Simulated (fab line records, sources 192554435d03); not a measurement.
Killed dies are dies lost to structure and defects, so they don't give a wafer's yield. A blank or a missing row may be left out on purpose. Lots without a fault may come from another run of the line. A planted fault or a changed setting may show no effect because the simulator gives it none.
Chamber matching | flow n5_finfet | N5_HKMG_FIN_HK_ALD_01 on ald_hk-03: 4 sister chambers
The step deposits HfO2, target thk 1.6 nm, pulse time 3 s, purge time 3 s. 8 wafers are shown with their chamber, then 7 later ones without.

WAFERS WITH THEIR CHAMBER
wafer  | chamber | precursor_pulse_height_rel
L086.4 | 0       | 1.021
L087.1 | 1       | 0.989
L087.5 | 3       | 0.973
L088.3 | 1       | 1.041
L088.4 | 0       | 0.991
L088.6 | 2       | 0.981
L091.1 | 3       | 1.015
L091.4 | 2       | 1.013

WAFERS WITHOUT THEIR CHAMBER
wafer  | precursor_pulse_height_rel
L091.5 | 0.988
L093.1 | 1.000
L093.3 | 0.984
L093.4 | 0.992
L094.2 | 0.984
L094.3 | 0.986
L094.6 | 0.996

WHICH CHAMBER EACH WENT THROUGH
wafer  | from the rows above               | in truth
L091.5 | can't be placed: 3 or 2 or 0 or 1 | 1
L093.1 | can't be placed: 2 or 0 or 3 or 1 | 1
L093.3 | can't be placed: 3 or 2 or 0 or 1 | 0
L093.4 | can't be placed: 3 or 2 or 0 or 1 | 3
L094.2 | can't be placed: 3 or 2 or 0 or 1 | 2
L094.3 | can't be placed: 3 or 2 or 0 or 1 | 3
L094.6 | can't be placed: 2 or 3 or 0 or 1 | 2
Placed correctly: 0 of 7. Can't be placed from these rows: 7 (the true chamber is among the candidates in 7). Placed wrongly: 0.
How it was worked out, from the rows above alone: a wafer's distance from a chamber is the root of the sum, over the readings, of the square of ((its reading less the chamber's mean) divided by the reading's scatter). The wafer belongs to the nearest chamber; if the next one is less than 2 further off, it can't be placed. A chamber's mean is the mean of its shown wafers. The scatter: the root of (the sum of the squares of (reading less its chamber's mean) over the shown wafers, divided by (wafers less chambers)).
